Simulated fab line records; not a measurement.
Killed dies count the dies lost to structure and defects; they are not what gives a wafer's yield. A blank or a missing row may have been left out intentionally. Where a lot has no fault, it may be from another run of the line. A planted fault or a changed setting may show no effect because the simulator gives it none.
The tool behind it: which one? | flow nand-harc | 11 lots with 33 wafers sampled at 6 steps, on a route of 1302 steps

## WHAT THE GAUGES READ, wafer by wafer
NHARC_A_SIN_REMOVE_INSPECT_04. Usual: raw-defect-count reads 390 (standard deviation 73).
lot  | measured     | on                | raw-defect-count | flag
L461 | day 20 10:52 | defect-inspect-01 | 263 403 368      |
L465 | day 22 22:17 | defect-inspect-01 | 417 506 516      |
L469 | day 23 04:52 | defect-inspect-02 | 337 365 435      |
L468 | day 23 09:32 | defect-inspect-02 | 1368 1454 1374   | OFF
L470 | day 24 03:02 | defect-inspect-02 | 1362 1344 1384   | OFF
L477 | day 26 23:16 | defect-inspect-02 | 288 344 325      |
L479 | day 27 22:28 | defect-inspect-02 | 397 325 394      |
L480 | day 28 15:25 | defect-inspect-01 | 368 278 378      |
L481 | day 28 18:25 | defect-inspect-01 | 304 353 392      |
L483 | day 29 18:51 | defect-inspect-02 | 371 403 307      |
L484 | day 30 00:40 | defect-inspect-01 | 452 379 346      |

NHARC_END_SORT_01. Usual: killed-at-array 64, standard deviation 20; killed-at-other 0.7, standard deviation 1.1; killed-at-periphery 3.6, standard deviation 2.7; killed-dies 68, standard deviation 20; killed-open 2.8, standard deviation 1.9; killed-short 2.3, standard deviation 1.5.
lot  | measured     | on        | killed-at-array | killed-at-other | killed-at-periphery | killed-dies | killed-open | killed-short | flag
L468 | day 27 22:22 | prober-02 | 131 151 133     | 5 0 1           | 3 2 1               | 139 153 135 | 2 0 1       | 3 0 1        | OFF
L470 | day 28 05:19 | prober-01 | 104 132 147     | 3 0 0           | 6 5 2               | 113 137 149 | 3 3 3       | 2 0 2        | OFF

## EACH LOT AND THE TOOL THAT RAN IT (in order: tool; ch and the chambers of the sampled wafers; start)
lot  | NHARC_A_SGD_CUT_STRIP_28                      | NHARC_A_SLIT_DESCUM_14             | NHARC_A_SLIT_PRECLEAN_19            | NHARC_A_WL_FILL_RTA_01
L461 | rie-diel-10 ch 1,3, day 19 21:58 or earlier   | rie-diel-11 ch 0,2,3, day 19 21:58 | wet-bench-09 ch 4,6,7, day 20 04:08 | rtp-anneal-01 ch 0, day 20 12:35
L465 | rie-diel-13 ch 0,1, day 22 08:45 or earlier   | rie-diel-03 ch 1,2, day 22 08:45   | wet-bench-02 ch 1,2,3, day 22 15:34 | rtp-anneal-01 ch 0, day 22 22:40
L469 | rie-diel-13 ch 1,3, day 22 15:56 or earlier   | rie-diel-11 ch 1,2,3, day 22 15:56 | wet-bench-02 ch 2,3,4, day 22 22:03 | rtp-anneal-02 ch 0, day 23 05:13
L468 | rie-diel-10 ch 0,3, day 22 18:52 or earlier   | rie-diel-11 ch 1,3, day 22 18:52   | wet-bench-02 ch 0,4,7, day 23 01:50 | rtp-anneal-01 ch 0, day 23 09:54
L470 | rie-diel-13 ch 0,1,2, day 23 14:07 or earlier | rie-diel-11 ch 0,3, day 23 14:07   | wet-bench-02 ch 1,3,6, day 23 20:19 | rtp-anneal-02 ch 0, day 24 03:22
L477 | rie-diel-07 ch 1,2,3, day 26 10:20 or earlier | rie-diel-03 ch 0,2,3, day 26 10:20 | wet-bench-02 ch 2,3,5, day 26 16:31 | rtp-anneal-01 ch 0, day 26 23:46
L479 | rie-diel-10 ch 0,1,3, day 27 03:27            | rie-diel-04 ch 0,1,3, day 27 10:35 | wet-bench-02 ch 3,4,5, day 27 16:44 | rtp-anneal-02 ch 0, day 27 22:53
L480 | rie-diel-10 ch 0,3, day 28 02:28 or earlier   | rie-diel-03 ch 0,1,3, day 28 02:28 | wet-bench-03 ch 3,4,5, day 28 08:37 | rtp-anneal-02 ch 0, day 28 15:45
L481 | rie-diel-07 ch 2,3, day 28 02:38 or earlier   | rie-diel-11 ch 1,2, day 28 02:38   | wet-bench-02 ch 2,6,7, day 28 11:40 | rtp-anneal-02 ch 0, day 28 18:46
L483 | rie-diel-07 ch 2,3, day 28 20:53 or earlier   | rie-diel-04 ch 0,2,3, day 28 20:53 | wet-bench-09 ch 0,1,6, day 29 12:07 | rtp-anneal-02 ch 0, day 29 19:11
L484 | rie-diel-07 ch 1,2,3, day 29 10:08 or earlier | rie-diel-04 ch 0,1,3, day 29 10:08 | wet-bench-02 ch 3,6,7, day 29 16:14 | rtp-anneal-01 ch 0, day 30 01:00
- NHARC_A_SGD_CUT_STRIP_28: strips in O2, time 20 s.
- NHARC_A_SLIT_DESCUM_14: chemistry O2, time 3 s.
- NHARC_A_SLIT_PRECLEAN_19: cleans in SC1.
- NHARC_A_WL_FILL_RTA_01: time 5 s.

## AS READ BY THE TOOLS THEMSELVES (means over the sampled wafers that have a number; for cases with no such wafer, the mark the record gives instead)
NHARC_A_SGD_CUT_STRIP_28. Usual: drypump-motor-current-A 5.7 A, standard deviation 0.42; oes-product-au 1.005 a.u., standard deviation 0.013; rf-vpp-V 57.9 V, standard deviation 0.95; showerhead-plenum-p-Torr 3.51 Torr, standard deviation 0.093; throttle-valve-pct 17.038 %, standard deviation 0.0095.
lot  | tool        | drypump-motor-current-A (A) | oes-product-au (a.u.) | rf-vpp-V (V) | showerhead-plenum-p-Torr (Torr) | throttle-valve-pct (%) | flag
L461 | rie-diel-10 | 6.1                         | 0.999                 | 58.7         | 3.62                            | 17.040                 |
L465 | rie-diel-13 | 5.8                         | 1.009                 | 57.7         | 3.55                            | 17.030                 |
L469 | rie-diel-13 | 5.5                         | 0.992                 | 57.9         | 3.47                            | 17.038                 |
L468 | rie-diel-10 | 6.1                         | 0.993                 | 57.3         | 3.66                            | 17.044                 |
L470 | rie-diel-13 | 5.8                         | 0.993                 | 57.8         | 3.49                            | 17.042                 |
L477 | rie-diel-07 | 5.5                         | 1.019                 | 57.7         | 3.51                            | 17.043                 |
L479 | rie-diel-10 | 5.8                         | 1.004                 | 58.0         | 3.59                            | 17.029                 |
L480 | rie-diel-10 | 6.1                         | 1.003                 | 58.2         | 3.65                            | 17.038                 |
L481 | rie-diel-07 | 5.7                         | 1.003                 | 56.7         | 3.50                            | 17.039                 |
L483 | rie-diel-07 | 5.7                         | 1.009                 | 58.0         | 3.50                            | 17.033                 |
L484 | rie-diel-07 | 5.5                         | 1.002                 | 58.0         | 3.51                            | 17.033                 |

NHARC_A_SLIT_DESCUM_14. Usual: drypump-motor-current-A 5.6 A, standard deviation 0.54; oes-product-au 1.002 a.u., standard deviation 0.013; rf-vpp-V 58.1 V, standard deviation 0.89; showerhead-plenum-p-Torr 1.99 Torr, standard deviation 0.071; throttle-valve-pct 11.311 %, standard deviation 0.0096.
lot  | tool        | drypump-motor-current-A (A) | oes-product-au (a.u.) | rf-vpp-V (V) | showerhead-plenum-p-Torr (Torr) | throttle-valve-pct (%) | flag
L461 | rie-diel-11 | 5.9                         | 1.007                 | 58.3         | 1.95                            | 11.313                 |
L465 | rie-diel-03 | 5.7                         | 1.011                 | 57.4         | 1.92                            | 11.314                 |
L469 | rie-diel-11 | 5.7                         | 0.984                 | 58.0         | 1.96                            | 11.311                 |
L468 | rie-diel-11 | 5.1                         | 0.991                 | 57.2         | 1.99                            | 11.313                 |
L470 | rie-diel-11 | 5.5                         | 1.011                 | 57.9         | 2.00                            | 11.301                 |
L477 | rie-diel-03 | 5.4                         | 1.013                 | 57.7         | 2.01                            | 11.312                 |
L479 | rie-diel-04 | 5.5                         | 1.011                 | 58.5         | 2.04                            | 11.311                 |
L480 | rie-diel-03 | 5.7                         | 0.997                 | 58.0         | 1.96                            | 11.306                 |
L481 | rie-diel-11 | 5.5                         | 0.985                 | 59.0         | 1.94                            | 11.317                 |
L483 | rie-diel-04 | 5.8                         | 1.008                 | 58.6         | 2.03                            | 11.317                 |
L484 | rie-diel-04 | 5.5                         | 1.004                 | 59.2         | 2.04                            | 11.313                 |

NHARC_A_SLIT_PRECLEAN_19. Usual: sc1-h2o2-end-mol-l reads 0.3698 (standard deviation 0.00064).
lot  | tool         | sc1-h2o2-end-mol-l | flag
L461 | wet-bench-09 | 0.3697             |
L465 | wet-bench-02 | 0.3692             |
L469 | wet-bench-02 | 0.3705             |
L468 | wet-bench-02 | 0.3704             |
L470 | wet-bench-02 | 0.3703             |
L477 | wet-bench-02 | 0.3694             |
L479 | wet-bench-02 | 0.3698             |
L480 | wet-bench-03 | 0.3698             |
L481 | wet-bench-02 | 0.3701             |
L483 | wet-bench-09 | 0.3697             |
L484 | wet-bench-02 | 0.3695             |

NHARC_A_WL_FILL_RTA_01. Usual: lamp-power-pct 31.2 %, standard deviation 1.5; lamp_zone_1_pct 31.1 %, standard deviation 1.5; wafer_temp_C_max 1006.0, standard deviation 1.9.
lot  | tool          | lamp-power-pct (%) | lamp_zone_1_pct (%) | wafer_temp_C_max | flag
L461 | rtp-anneal-01 | 29.3               | 29.4                | 1008.3           |
L465 | rtp-anneal-01 | 29.3               | 29.4                | 1008.6           |
L469 | rtp-anneal-02 | 32.4               | 32.4                | 1004.3           |
L468 | rtp-anneal-01 | 29.4               | 29.3                | 1006.6           |
L470 | rtp-anneal-02 | 32.5               | 32.4                | 1004.8           |
L477 | rtp-anneal-01 | 29.3               | 29.4                | 1006.6           |
L479 | rtp-anneal-02 | 32.5               | 32.5                | 1004.8           |
L480 | rtp-anneal-02 | 32.5               | 32.4                | 1004.2           |
L481 | rtp-anneal-02 | 32.4               | 32.4                | 1005.1           |
L483 | rtp-anneal-02 | 32.5               | 32.4                | 1006.4           |
L484 | rtp-anneal-01 | 29.3               | 29.3                | 1008.5           |

## THE ANSWER, worked out from the rows above alone
Rule: take the mean of a lot's wafers that have a number; if it is more than 3 standard deviations from the usual mean, the lot is off. Also off: a lot with no number at a reading for which 4 or more lots have one. Any other lot the step has rows for is counted as sound. After the gauges, taken in route order, come the tools' own readings; for these a lot's mean is taken, as printed above. At the first step where some lot is off, the reading lying furthest off is the one used; lots without a number count as furthest.
Off at NHARC_A_SIN_REMOVE_INSPECT_04 (raw-defect-count): L468, L470.
A tool fits if, at a process step before that reading, it ran every lot that is off, and no sound lot after the first of them. The gauges at NHARC_A_SIN_REMOVE_INSPECT_04 aren't tried: what is off there is off at NHARC_END_SORT_01 too, on other tools, and a gauge's error can't cause that. NHARC_A_SGD_CUT_STRIP_28 gives no start for some lots, so the hours and the order of its lots are those of NHARC_A_SLIT_DESCUM_14. No candidate that was tried fits.

## WHAT WAS PUT IN BY THE SIMULATOR
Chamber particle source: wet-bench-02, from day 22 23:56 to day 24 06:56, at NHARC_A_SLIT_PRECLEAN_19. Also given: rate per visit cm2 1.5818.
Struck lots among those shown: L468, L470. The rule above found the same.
